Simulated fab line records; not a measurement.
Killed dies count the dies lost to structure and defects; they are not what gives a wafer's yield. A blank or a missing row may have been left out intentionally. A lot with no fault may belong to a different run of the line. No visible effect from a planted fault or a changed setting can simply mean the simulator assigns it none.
fab line records	flow nand-harc
record lots=24	wafers=72	last-day=32
route steps=1302 shown A_CONTACT@1009
lots with no fault: from the same line, run without faults
start-h: the number of hours between the record's first day and the start of the first shown wafer of the lot	wait-h: how many hours have passed since the lot's step before this one	" as in the row above	L1.1+2: several wafers, shown together as one row	- no value, or no start was given	* or withheld: withheld	< > ~ a bound
route shown NAME@n: names a module that has steps shown in the file, with the first one's number in the route	usual: mean and standard deviation over wafers with no fault	same: alike in all rows	chamber/n: place in a boat	sites: per-site readings	_std_site: the standard deviation of these	_edge_site: the outer-site mean with the inner-site mean subtracted	radius-mm: for every site, how far away it sits from the centre of the wafer	mask NAME#n: copy n	behind: the tool/chamber that last shaped the wafer	hold: why the lot went on hold/how many hours it stayed there/how the hold came to an end	device: which transistor (n, p or np) failed to switch	end of line: at the end of the route, the tests of the same wafers	a step given without rows: its recipe and nothing more	killed: the dies lost at the first sort to structure and to defects; this is not the yield of the wafer	map: the dies of a wafer, with x for killed, . for not killed, _ for no die there
set.NAME: setting as actually run; set.NAME@STEP: the setting as run at that earlier step	model.NAME: the simulator's own value behind a step, which no gauge read
one table for each step of the route and one row for each wafer, over a sample of lots
services: when a tool's chamber went out of use (start-h, in hours from the record's first day, below 0 if earlier), for how many hours, and the reason
## steps
# step NHARC_A_CONTACT_ETCH_115
# recipe source-w=withheld	pressure-mtorr=20	bias-v=3000	time-s=190	target-depth-a=18500	ar-flow-sccm=withheld	c4f8-flow-sccm=withheld	o2-flow-sccm=withheld	chemistry=C4F8/O2/Ar
lot.wafer	tool	chamber	start-h	wait-h	rf-hours-counter-h
L074.2	har-cap-etch-03	0	470.49	0.1	43
L074.3	"	1	"	"	-
L074.6	"	0	"	"	-
L075.3	har-cap-etch-02	0	476.72	0.1	-
L075.6	"	0	"	"	-
L075.5	"	1	"	"	-
L078.1	har-cap-etch-03	1	496.01	0.2	49
L078.4	"	1	"	"	-
L078.6	"	0	"	"	-
L076.2	har-cap-etch-01	1	496.09	0.1	2
L076.4	"	1	"	"	-
L076.5	"	1	"	"	-
L079.2	har-cap-etch-03	0	522.08	0.2	53
L079.3	"	0	"	"	-
L079.6	"	0	"	"	-
L077.3	har-cap-etch-02	0	522.82	0.1	-
L077.4	"	1	"	"	-
L077.5	"	0	"	"	-
L080.1	har-cap-etch-01	1	530.32	0.1	7
L080.3	"	0	"	"	-
L080.5	"	0	"	"	-
L081.1	har-cap-etch-03	0	552.89	0.1	59
L081.4	"	1	"	"	-
L081.6	"	0	"	"	-
L082.2	har-cap-etch-02	1	558.80	0.1	99
L082.4	"	1	"	"	-
L082.3	"	0	"	"	-
L083.2	har-cap-etch-03	1	567.46	0.1	61
L083.1	"	0	"	"	61
L083.6	"	0	"	"	-
L084.1	har-cap-etch-01	1	571.82	0.1	15
L084.2	"	0	"	"	15
L084.4	"	0	"	"	-
L085.1	har-cap-etch-02	0	578.72	0.1	103
L085.3	"	0	"	"	-
L085.6	"	1	"	"	-
L086.2	har-cap-etch-01	1	591.87	0.2	20
L086.3	"	0	"	"	-
L086.6	"	0	"	"	-
L087.1	har-cap-etch-03	0	594.94	0.1	68
L087.2	"	1	"	"	68
L087.3	"	1	"	"	-
L088.2	har-cap-etch-02	1	601.72	0.1	108
L088.4	"	0	"	"	-
L088.5	"	0	"	"	-
L089.4	har-cap-etch-01	1	603.30	0.1	-
L089.3	"	0	"	"	-
L089.6	"	0	"	"	-
L090.3	har-cap-etch-03	1	613.86	0.1	-
L090.4	"	0	"	"	-
L090.6	"	0	"	"	-
L092.3	har-cap-etch-03	1	644.66	0.1	-
L092.5	"	1	"	"	-
L092.6	"	0	"	"	-
L091.1	har-cap-etch-01	0	644.81	0.1	30
L091.5	"	1	"	"	-
L091.6	"	0	"	"	-
L094.4	har-cap-etch-03	1	672.74	0.1	-
L094.5	"	0	"	"	-
L094.6	"	1	"	"	-
L093.2	har-cap-etch-01	1	672.85	0.1	34
L093.4	"	1	"	"	-
L093.3	"	0	"	"	-
L096.1	har-cap-etch-01	1	685.51	0.1	36
L096.2	"	0	"	"	36
L096.4	"	1	"	"	-
L095.2	har-cap-etch-02	0	687.00	0.1	121
L095.4	"	1	"	"	-
L095.5	"	0	"	"	-
L097.1	har-cap-etch-03	0	697.49	0.1	87
L097.2	"	1	"	"	87
L097.3	"	0	"	"	-
# step NHARC_A_CONTACT_STRIP_55
# recipe o2-flow-sccm=500	ar-flow-sccm=0	bias-w=0	chemistry=O2
# usual drypump-motor-current-A=5.7/0.43	oes-product-au=0.998/0.0082	rf-vpp-V=57.5/0.89	showerhead-plenum-p-Torr=3.45/0.14	throttle-valve-pct=17.036/0.0092
lot.wafer	tool	chamber	start-h	wait-h	drypump-motor-current-A	oes-product-au	rf-hours-counter-h	rf-vpp-V	showerhead-plenum-p-Torr	throttle-valve-pct
L074.3	rie-diel-07	2	-	-	6.1	0.995	8	57.7	3.63	17.040
L074.2	"	3	"	"	4.7	0.989	7	58.3	3.38	17.029
L074.6	"	0	"	"	4.8	0.978	-	58.2	3.62	17.040
L075.3	rie-diel-07	3	-	-	4.7	0.999	9	56.3	3.38	17.031
L075.6	"	3	"	"	4.7	1.008	-	58.0	3.38	17.043
L075.5	"	0	"	"	4.8	0.994	-	57.7	3.62	17.047
L076.2	rie-diel-02	3	-	-	5.9	0.997	20	56.7	3.43	17.027
L076.4	"	0	"	"	5.7	1.002	21	56.2	3.28	17.048
L076.5	"	0	"	"	5.7	1.001	-	57.5	3.28	17.035
L078.4	rie-diel-02	3	-	-	5.9	0.989	20	57.9	3.43	17.033
L078.1	"	1	"	"	6.2	1.010	21	57.5	3.41	17.025
L078.6	"	2	"	"	5.5	0.989	-	57.2	3.38	17.032
L077.4	rie-diel-01	0	-	-	4.9	1.008	51	58.6	3.44	17.029
L077.3	"	2	"	"	5.9	1.004	58	57.5	3.68	17.028
L077.5	"	0	"	"	4.9	1.009	-	57.4	3.44	17.042
L079.3	rie-diel-02	2	-	-	5.5	0.995	21	56.5	3.38	17.032
L079.2	"	3	"	"	5.9	1.002	23	56.6	3.42	17.035
L079.6	"	0	"	"	5.7	0.995	-	58.8	3.28	17.028
L080.3	rie-diel-02	1	-	-	6.2	1.018	24	59.4	3.41	17.029
L080.1	"	3	"	"	5.9	0.996	23	58.5	3.42	17.030
L080.5	"	1	"	"	6.2	1.004	-	57.8	3.41	17.029
L081.1	rie-diel-07	0	-	-	4.8	1.001	20	57.6	3.61	17.040
L081.4	"	3	"	"	4.7	0.993	42	58.3	3.37	17.047
L081.6	"	0	"	"	4.8	0.998	-	55.7	3.61	17.046
L082.2	rie-diel-02	0	-	-	5.7	1.012	1	57.1	3.28	17.025
L082.4	"	2	"	"	5.4	0.997	1	57.4	3.38	17.048
L082.3	"	3	"	"	5.9	1.002	1	57.3	3.42	17.044
L083.1	rie-diel-02	0	-	-	5.7	1.015	2	56.5	3.28	17.044
L083.2	"	1	"	"	6.2	0.998	2	57.1	3.41	17.040
L083.6	"	3	"	"	5.8	0.994	-	56.7	3.42	17.047
L084.2	rie-diel-02	1	-	-	6.2	1.000	3	57.6	3.41	17.022
L084.4	"	2	"	"	5.5	0.994	3	57.9	3.38	17.049
L084.1	"	0	"	"	5.7	0.994	3	57.6	3.28	17.058
L085.1	rie-diel-02	1	-	-	6.2	1.012	4	58.3	3.41	17.037
L085.3	"	2	"	"	5.4	1.007	5	58.2	3.38	17.037
L085.6	"	2	"	"	5.5	0.999	-	56.9	3.38	17.024
L086.3	rie-diel-02	0	-	-	5.7	1.001	7	56.5	3.27	17.053
L086.2	"	1	"	"	6.2	0.999	7	57.2	3.41	17.025
L086.6	"	2	"	"	5.4	0.999	-	57.5	3.38	17.033
L087.3	rie-diel-02	1	-	-	6.2	0.997	8	56.3	3.41	17.030
L087.1	"	2	"	"	5.4	0.990	9	56.2	3.38	17.037
L087.2	"	3	"	"	5.9	0.997	10	58.4	3.42	17.035
L088.4	rie-diel-02	2	-	-	5.4	0.991	10	57.7	3.38	17.036
L088.2	"	0	"	"	5.7	0.988	9	57.9	3.27	17.036
L088.5	"	2	"	"	5.4	0.995	-	58.7	3.38	17.047
L089.3	rie-diel-07	1	-	-	5.7	1.007	50	57.9	3.74	17.036
L089.4	"	2	"	"	6.1	0.998	55	59.2	3.60	17.045
L089.6	"	1	"	"	5.7	0.992	-	57.2	3.74	17.036
L090.3	rie-diel-02	2	-	-	5.4	0.992	13	58.5	3.37	17.040
L090.4	"	3	"	"	5.9	1.002	14	57.6	3.41	17.030
L090.6	"	2	"	"	5.4	1.003	-	55.9	3.38	17.036
L092.3	rie-diel-07	1	-	-	5.7	0.988	4	58.5	3.74	17.034
L092.6	"	0	"	"	4.8	0.986	-	57.3	3.60	17.030
L092.5	"	1	"	"	5.7	1.000	-	58.8	3.74	17.031
L091.1	rie-diel-02	1	-	-	6.2	0.993	15	58.7	3.40	17.043
L091.6	"	3	"	"	5.9	0.976	-	58.9	3.41	17.040
L091.5	"	1	"	"	6.2	0.987	-	59.1	3.40	17.032
L094.4	rie-diel-02	2	-	-	5.4	0.985	21	57.9	3.37	17.041
L094.6	"	3	"	"	5.9	1.004	-	56.9	3.41	17.022
L094.5	"	0	"	"	5.7	1.011	-	57.1	3.27	17.053
L093.3	rie-diel-01	3	-	-	5.5	0.999	38	58.3	3.59	17.045
L093.2	"	0	"	"	4.9	1.004	39	57.3	3.42	17.036
L093.4	"	1	"	"	5.8	1.016	39	59.2	3.79	17.057
L096.2	rie-diel-07	1	-	-	5.7	0.994	18	59.1	3.73	17.034
L096.1	"	2	"	"	6.1	1.005	16	57.4	3.59	17.032
L096.4	"	3	"	"	4.7	1.002	19	58.2	3.34	17.037
L095.4	rie-diel-02	1	-	-	6.2	1.006	21	58.6	3.40	17.030
L095.2	"	3	"	"	5.9	1.000	24	58.2	3.41	17.033
L095.5	"	1	"	"	6.2	0.989	-	57.8	3.40	17.009
L097.3	rie-diel-02	2	-	-	5.4	0.996	26	57.7	3.37	17.027
L097.2	"	3	"	"	5.9	0.993	27	58.0	3.41	17.023
L097.1	"	0	"	"	5.7	1.004	20	55.6	3.27	17.026
# step NHARC_A_CONTACT_DEP_57
# recipe target-thk-a=53000	temp-c=400	material=aC
# usual throttle-valve-pct=34.999/0.009
lot.wafer	tool	chamber	start-h	wait-h	throttle-valve-pct
L074.2	acl-dep-02	0	474.52	-	35.002
L074.3	"	0	"	"	34.984
L074.6	"	0	476.68	-	35.011
L075.3	acl-dep-03	0	483.83	-	34.994
L075.5	"	0	484.89	-	34.996
L075.6	"	0	"	"	35.003
L076.2	acl-dep-03	0	500.19	-	35.003
L076.4	"	0	501.29	-	35.003
L076.5	"	0	"	"	34.994
L078.1	acl-dep-01	0	500.30	-	34.988
L078.4	"	0	501.89	-	35.004
L078.6	"	0	502.96	-	35.007
L077.3	acl-dep-03	0	529.56	-	34.975
L077.4	"	0	"	"	34.998
L077.5	"	0	"	"	35.006
L079.2	acl-dep-02	0	530.84	-	35.001
L079.3	"	0	"	"	35.022
L079.6	"	0	532.96	-	34.985
L080.1	acl-dep-03	0	533.81	-	34.985
L080.3	"	0	534.89	-	35.001
L080.5	"	0	535.96	-	34.992
L081.1	acl-dep-02	0	557.25	-	35.000
L081.4	"	0	558.88	-	34.999
L081.6	"	0	559.96	-	34.991
L082.2	acl-dep-02	0	564.72	-	34.992
L082.3	"	0	"	"	35.002
L082.4	"	0	"	"	35.006
L083.1	acl-dep-03	0	573.99	-	34.994
L083.2	"	0	"	"	34.992
L083.6	"	0	576.70	-	34.993
L084.1	acl-dep-03	0	577.89	-	35.000
L084.2	"	0	"	"	35.007
L084.4	"	0	579.50	-	35.001
L085.1	acl-dep-01	0	582.34	-	35.010
L085.3	"	0	583.41	-	34.994
L085.6	"	0	585.01	-	34.983
L086.2	acl-dep-02	0	597.02	-	35.021
L086.3	"	0	"	"	34.992
L086.6	"	0	599.18	-	35.007
L087.1	acl-dep-02	0	601.56	-	35.008
L087.2	"	0	"	"	35.020
L087.3	"	0	"	"	35.002
L088.2	acl-dep-02	0	609.10	-	35.005
L088.4	"	0	610.17	-	35.008
L088.5	"	0	"	"	34.994
L089.3	acl-dep-03	0	611.55	-	34.995
L089.4	"	0	"	"	35.002
L089.6	"	0	613.16	-	34.993
L090.3	acl-dep-02	0	618.77	-	34.981
L090.4	"	0	"	"	34.995
L090.6	"	0	620.38	-	34.987
L092.3	acl-dep-01	0	649.23	-	35.007
L092.5	"	0	650.30	-	35.005
L092.6	"	0	"	"	35.009
L091.1	acl-dep-02	0	650.91	-	34.999
L091.5	"	0	653.04	-	34.995
L091.6	"	0	"	"	34.992
L093.2	acl-dep-03	0	676.92	-	34.995
L093.3	"	0	"	"	34.989
L093.4	"	0	"	"	35.026
L094.4	acl-dep-01	0	677.75	-	35.005
L094.5	"	0	"	"	35.003
L094.6	"	0	"	"	35.000
L096.1	acl-dep-01	0	689.86	-	34.989
L096.2	"	0	"	"	35.004
L096.4	"	0	691.48	-	35.008
L095.2	acl-dep-03	0	693.63	-	35.005
L095.4	"	0	694.72	-	35.006
L095.5	"	0	"	"	34.995
L097.1	acl-dep-02	0	701.42	-	35.005
L097.2	"	0	"	"	34.998
L097.3	"	0	"	"	35.004
# step NHARC_A_CONTACT_INSPECT_71
# usual raw-defect-count=90/37
lot.wafer	tool	chamber	start-h	wait-h	raw-defect-count
L074.2	defect-inspect-01	-	478.09	0.0	92
L074.3	"	-	"	"	110
L074.6	"	-	"	"	81
L075.3	defect-inspect-02	-	486.82	0.0	77
L075.5	"	-	"	"	81
L075.6	"	-	"	"	67
L076.2	defect-inspect-02	-	503.79	0.0	102
L076.4	"	-	"	"	99
L076.5	"	-	"	"	82
L078.1	defect-inspect-01	-	504.29	0.0	115
L078.4	"	-	"	"	125
L078.6	"	-	"	"	119
L077.3	defect-inspect-01	-	532.62	0.0	106
L077.4	"	-	"	"	118
L077.5	"	-	"	"	118
L079.2	defect-inspect-01	-	534.59	0.0	116
L079.3	"	-	"	"	100
L079.6	"	-	"	"	94
L080.1	defect-inspect-02	-	537.80	0.0	106
L080.3	"	-	"	"	124
L080.5	"	-	"	"	107
L081.1	defect-inspect-01	-	561.37	0.0	123
L081.4	"	-	"	"	128
L081.6	"	-	"	"	133
L082.2	defect-inspect-02	-	568.27	0.0	95
L082.3	"	-	"	"	95
L082.4	"	-	"	"	83
L083.1	defect-inspect-02	-	578.11	0.0	75
L083.2	"	-	"	"	84
L083.6	"	-	"	"	87
L084.1	defect-inspect-02	-	581.88	0.0	122
L084.2	"	-	"	"	114
L084.4	"	-	"	"	100
L085.1	defect-inspect-01	-	586.41	0.0	91
L085.3	"	-	"	"	90
L085.6	"	-	"	"	78
L086.2	defect-inspect-01	-	600.47	0.0	46
L086.3	"	-	"	"	45
L086.6	"	-	"	"	34
L087.1	defect-inspect-02	-	605.67	0.0	123
L087.2	"	-	"	"	141
L087.3	"	-	"	"	97
L088.2	defect-inspect-02	-	612.65	0.0	21
L088.4	"	-	"	"	22
L088.5	"	-	"	"	29
L089.3	defect-inspect-02	-	614.44	0.0	157
L089.4	"	-	"	"	152
L089.6	"	-	"	"	163
L090.3	defect-inspect-02	-	621.79	0.0	24
L090.4	"	-	"	"	27
L090.6	"	-	"	"	33
L092.3	defect-inspect-01	-	652.37	0.0	83
L092.5	"	-	"	"	86
L092.6	"	-	"	"	62
L091.1	defect-inspect-02	-	654.85	0.0	105
L091.5	"	-	"	"	97
L091.6	"	-	"	"	101
L094.4	defect-inspect-01	-	680.20	0.0	154
L094.5	"	-	"	"	188
L094.6	"	-	"	"	155
L093.2	defect-inspect-02	-	680.48	0.0	28
L093.3	"	-	"	"	45
L093.4	"	-	"	"	37
L096.1	defect-inspect-02	-	693.98	0.0	39
L096.2	"	-	"	"	46
L096.4	"	-	"	"	35
L095.2	defect-inspect-02	-	697.22	0.0	61
L095.4	"	-	"	"	68
L095.5	"	-	"	"	61
L097.1	defect-inspect-01	-	705.52	0.0	106
L097.2	"	-	"	"	119
L097.3	"	-	"	"	83
# step NHARC_A_CONTACT_ETCH_78
# recipe target-depth-a=53000	over-etch-frac=0.3	time-s=1378	ion-energy-ev=150	o2-flow-sccm=400	cos-flow-sccm=20	ar-flow-sccm=0	rf-w=500	bias-w=300	chemistry=O2/COS
# usual drypump-motor-current-A=5.6/0.42	oes-product-au=1.002/0.0081	rf-vpp-V=313.7/2.1	showerhead-plenum-p-Torr=3.08/0.14	throttle-valve-pct=28.331/0.0092
lot.wafer	tool	chamber	start-h	wait-h	drypump-motor-current-A	oes-product-au	rf-hours-counter-h	rf-vpp-V	showerhead-plenum-p-Torr	throttle-valve-pct
L074.2	rie-diel-02	1	-	-	6.2	1.009	17	312.5	3.02	28.335
L074.3	"	2	"	"	5.4	0.993	14	312.9	2.99	28.340
L074.6	"	1	"	"	6.2	1.012	-	313.6	3.02	28.340
L075.3	rie-diel-07	3	-	-	4.7	0.999	10	312.0	2.99	28.335
L075.6	"	1	"	"	5.7	1.001	-	317.0	3.34	28.338
L075.5	"	2	"	"	6.1	0.996	-	315.9	3.21	28.342
L076.2	rie-diel-02	1	-	-	6.2	1.010	21	313.0	3.02	28.342
L076.4	"	3	"	"	5.9	0.995	20	312.9	3.03	28.337
L076.5	"	0	"	"	5.7	0.998	-	310.2	2.90	28.337
L078.1	rie-diel-01	2	-	-	5.8	1.006	51	316.9	3.26	28.330
L078.4	"	0	"	"	4.9	0.997	45	312.8	3.05	28.312
L078.6	"	2	"	"	5.9	1.005	-	315.7	3.26	28.329
L077.4	rie-diel-01	3	-	-	5.6	0.998	56	314.6	3.20	28.333
L077.3	"	1	"	"	5.8	1.005	61	309.7	2.89	28.329
L077.5	"	3	"	"	5.5	1.003	-	315.2	3.20	28.333
L079.2	rie-diel-02	0	-	-	5.7	1.003	25	312.2	2.90	28.340
L079.3	"	1	"	"	6.2	1.010	25	314.1	3.02	28.333
L079.6	"	3	"	"	5.9	1.006	-	313.0	3.03	28.331
L080.3	rie-diel-02	3	-	-	5.9	0.999	24	311.3	3.03	28.324
L080.1	"	2	"	"	5.4	0.998	22	311.5	2.99	28.330
L080.5	"	3	"	"	5.9	1.003	-	312.8	3.03	28.333
L081.4	rie-diel-07	1	-	-	5.7	1.007	38	317.7	3.32	28.332
L081.1	"	3	"	"	4.7	1.003	44	312.1	2.98	28.322
L081.6	"	1	"	"	5.7	1.005	-	317.0	3.32	28.326
L082.4	rie-diel-02	3	-	-	5.9	0.994	2	314.2	3.03	28.329
L082.3	"	0	"	"	5.7	1.001	2	310.0	2.90	28.318
L082.2	"	1	"	"	6.2	1.006	2	313.5	3.01	28.331
L083.2	rie-diel-02	0	-	-	5.7	0.998	4	310.6	2.90	28.334
L083.1	"	2	"	"	5.4	1.005	5	311.9	2.99	28.318
L083.6	"	0	"	"	5.7	1.001	-	311.7	2.90	28.347
L084.2	rie-diel-02	2	-	-	5.4	1.003	6	313.3	2.99	28.347
L084.1	"	3	"	"	5.9	1.008	6	312.6	3.02	28.318
L084.4	"	0	"	"	5.7	1.004	6	311.2	2.90	28.340
L085.1	rie-diel-01	2	-	-	5.9	1.020	17	315.5	3.25	28.334
L085.3	"	3	"	"	5.5	1.007	15	315.6	3.19	28.323
L085.6	"	2	"	"	5.9	1.022	-	316.1	3.25	28.314
L086.2	rie-diel-07	3	-	-	4.7	1.006	55	312.3	2.97	28.317
L086.3	"	2	"	"	6.1	0.988	53	315.2	3.19	28.316
L086.6	"	2	"	"	6.1	0.994	-	314.3	3.19	28.323
L087.1	rie-diel-01	0	-	-	4.9	1.006	20	312.3	3.04	28.310
L087.3	"	1	"	"	5.8	1.009	24	319.0	3.36	28.332
L087.2	"	2	"	"	5.9	1.006	22	315.4	3.24	28.338
L088.4	rie-diel-07	1	-	-	5.7	1.009	52	316.9	3.31	28.321
L088.2	"	2	"	"	6.1	0.987	56	314.7	3.19	28.323
L088.5	"	0	"	"	4.8	0.990	-	316.8	3.19	28.347
L089.3	rie-diel-02	3	-	-	5.9	1.007	13	312.2	3.02	28.339
L089.4	"	2	"	"	5.4	1.003	12	311.4	2.99	28.314
L089.6	"	3	"	"	5.9	0.999	-	312.6	3.02	28.325
L090.4	rie-diel-01	3	-	-	5.5	1.002	26	314.5	3.19	28.347
L090.3	"	2	"	"	5.9	1.016	27	315.7	3.24	28.334
L090.6	"	0	"	"	4.9	1.004	-	312.3	3.03	28.336
L092.3	rie-diel-02	3	-	-	5.8	1.001	18	312.6	3.02	28.347
L092.6	"	1	"	"	6.2	1.016	-	313.1	3.01	28.333
L092.5	"	2	"	"	5.4	0.998	-	311.9	2.98	28.337
L091.1	rie-diel-07	0	-	-	4.8	0.992	6	315.8	3.19	28.337
L091.6	"	1	"	"	5.7	0.996	-	315.1	3.31	28.332
L091.5	"	2	"	"	6.1	0.988	-	314.8	3.18	28.319
L094.4	rie-diel-07	1	-	-	5.7	0.996	15	317.2	3.30	28.325
L094.5	"	1	"	"	5.7	1.006	-	316.8	3.30	28.321
L094.6	"	2	"	"	6.1	1.000	-	314.6	3.18	28.329
L093.4	rie-diel-01	3	-	-	5.5	1.000	40	314.4	3.18	28.317
L093.2	"	0	"	"	4.9	1.010	41	311.9	3.03	28.346
L093.3	"	1	"	"	5.8	1.016	41	317.1	3.35	28.333
L096.1	rie-diel-02	1	-	-	6.2	0.997	22	312.2	3.01	28.320
L096.4	"	2	"	"	5.5	0.991	24	311.8	2.98	28.328
L096.2	"	3	"	"	5.9	0.999	26	312.7	3.01	28.332
L095.4	rie-diel-02	3	-	-	5.8	1.001	26	313.3	3.01	28.331
L095.2	"	0	"	"	5.7	0.995	20	309.7	2.89	28.339
L095.5	"	2	"	"	5.4	0.990	-	312.6	2.98	28.326
L097.3	rie-diel-02	2	-	-	5.4	0.997	27	312.2	2.98	28.335
L097.2	"	3	"	"	5.9	1.002	28	312.1	3.01	28.360
L097.1	"	1	"	"	6.2	1.007	25	311.6	3.00	28.335
# step NHARC_A_CONTACT_ETCH_132
# recipe source-w=withheld	pressure-mtorr=20	bias-v=3000	time-s=197	target-depth-a=19240	ar-flow-sccm=withheld	c4f8-flow-sccm=withheld	o2-flow-sccm=withheld	chemistry=C4F8/O2/Ar
lot.wafer	tool	chamber	start-h	wait-h	rf-hours-counter-h
L074.2	har-cap-etch-02	1	481.87	0.1	88
L074.3	"	0	"	"	-
L074.6	"	1	"	"	-
L075.3	har-cap-etch-03	0	490.46	0.2	-
L075.5	"	0	"	"	-
L075.6	"	1	"	"	-
L076.2	har-cap-etch-01	0	506.87	0.1	5
L076.4	"	0	"	"	-
L076.5	"	1	"	"	-
L078.1	har-cap-etch-03	0	507.85	0.2	52
L078.4	"	1	"	"	-
L078.6	"	1	"	"	-
L077.3	har-cap-etch-03	1	536.38	0.2	-
L077.4	"	0	"	"	-
L077.5	"	1	"	"	-
L079.2	har-cap-etch-02	0	537.65	0.1	96
L079.3	"	1	"	"	-
L079.6	"	0	"	"	-
L080.1	har-cap-etch-01	1	540.88	0.1	10
L080.3	"	1	"	"	-
L080.5	"	1	"	"	-
L081.1	har-cap-etch-01	0	564.43	0.1	13
L081.4	"	0	"	"	-
L081.6	"	1	"	"	-
L082.2	har-cap-etch-02	1	571.35	0.1	102
L082.3	"	0	"	"	-
L082.4	"	1	"	"	-
L083.2	har-cap-etch-03	1	581.15	0.1	65
L083.1	"	0	"	"	65
L083.6	"	0	"	"	-
L084.2	har-cap-etch-01	1	584.97	0.1	19
L084.1	"	0	"	"	19
L084.4	"	0	"	"	-
L085.1	har-cap-etch-02	1	589.47	0.1	106
L085.3	"	0	"	"	-
L085.6	"	0	"	"	-
L086.2	har-cap-etch-03	1	603.83	0.1	71
L086.3	"	0	"	"	-
L086.6	"	1	"	"	-
L087.1	har-cap-etch-02	0	608.72	0.1	111
L087.2	"	1	"	"	111
L087.3	"	1	"	"	-
L088.2	har-cap-etch-02	0	615.71	0.1	113
L088.4	"	1	"	"	-
L088.5	"	1	"	"	-
L089.4	har-cap-etch-03	0	618.06	0.1	-
L089.3	"	1	"	"	-
L089.6	"	0	"	"	-
L090.4	har-cap-etch-01	1	624.93	0.1	-
L090.3	"	0	"	"	-
L090.6	"	0	"	"	-
L092.3	har-cap-etch-02	1	655.77	0.1	-
L092.6	"	1	"	"	-
L092.5	"	0	"	"	-
L091.1	har-cap-etch-03	0	657.90	0.1	80
L091.6	"	0	"	"	-
L091.5	"	1	"	"	-
L094.4	har-cap-etch-02	0	683.27	0.1	-
L094.6	"	0	"	"	-
L094.5	"	1	"	"	-
L093.2	har-cap-etch-03	0	683.57	0.1	84
L093.4	"	0	"	"	-
L093.3	"	1	"	"	-
L096.2	har-cap-etch-02	0	697.01	0.1	124
L096.1	"	1	"	"	124
L096.4	"	1	"	"	-
L095.2	har-cap-etch-01	0	700.26	0.1	41
L095.4	"	1	"	"	-
L095.5	"	0	"	"	-
L097.1	har-cap-etch-03	0	708.57	0.1	89
L097.2	"	1	"	"	89
L097.3	"	1	"	"	-
## services
tool	chamber	start-h	hours	kind
rie-diel-07	-	447.46	9.0	pm
rie-diel-02	2	449.30	12.6	repair
rie-diel-02	0	452.53	-	clean
rie-diel-02	1	452.53	-	clean
rie-diel-02	3	452.53	-	clean
acl-dep-03	-	460.41	13.0	pm
har-cap-etch-01	-	473.00	17.0	pm
rie-diel-02	0	477.03	-	clean
rie-diel-02	1	477.03	-	clean
rie-diel-02	2	477.03	-	clean
rie-diel-02	3	477.03	-	clean
rie-diel-02	0	501.53	-	clean
rie-diel-07	0	505.31	35.7	repair
acl-dep-01	-	532.11	13.0	pm
rie-diel-01	-	534.69	9.0	pm
rie-diel-02	-	546.98	9.0	pm
acl-dep-02	-	581.65	13.0	pm
rie-diel-07	2	584.69	5.3	repair
rie-diel-07	0	597.19	8.2	repair
rie-diel-07	-	604.30	0.7	repair
rie-diel-07	-	625.76	9.0	pm
har-cap-etch-03	-	638.46	0.5	repair
rie-diel-02	0	642.01	23.0	repair
acl-dep-03	-	644.76	13.0	pm
## key
fault none
